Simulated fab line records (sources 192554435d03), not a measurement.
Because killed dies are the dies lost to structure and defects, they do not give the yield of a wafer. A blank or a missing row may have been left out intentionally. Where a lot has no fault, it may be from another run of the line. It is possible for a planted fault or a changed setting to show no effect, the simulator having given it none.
Chamber matching    flow n5_finfet    N5_BEOL_M5_PECVD_70 on pecvd-01: 3 sister chambers
The step deposits SiO2 from TEOS/O2, target thk 16 nm, time 18 s. 6 wafers are shown with their chamber, then 8 later ones without.

WAFERS PAIRED WITH THEIR CHAMBERS
wafer   chamber  showerhead_plenum_p_Torr (Torr)  heater_power_w (W)
L082.6  1        8.83                             835
L084.5  2        8.62                             714
L085.1  0        8.92                             704
L085.4  0        8.91                             704
L085.5  1        8.85                             837
L087.1  2        8.65                             646

WAFERS WITH NO CHAMBER GIVEN
wafer   showerhead_plenum_p_Torr (Torr)  heater_power_w (W)
L087.5  8.82                             821
L087.6  8.65                             654
L089.1  8.84                             794
L089.3  8.91                             651
L089.5  8.95                             652
L092.1  8.84                             824
L092.2  8.67                             748
L092.3  8.92                             623

WHICH CHAMBER EACH WENT THROUGH
wafer   from the rows above  in truth
L087.5  1                    1
L087.6  2                    2
L089.1  1                    1
L089.3  0                    0
L089.5  0                    0
L092.1  1                    1
L092.2  2                    2
L092.3  0                    0
Placed correctly: 8 of 8. Left unplaced by these rows: 0. 0 placed wrongly.
How it was worked out, from the rows above alone: a wafer's distance from a chamber is the root of the sum, over the readings, of the square of ((its reading less the chamber's mean) divided by the reading's scatter). The wafer belongs to the nearest chamber; if the next one is less than 2 further off, it can't be placed. Each chamber's mean is taken over the wafers shown for it. The scatter is the square root of a quotient: the sum, over the shown wafers, of each reading's squared deviation from its chamber's mean, divided by wafers minus chambers.
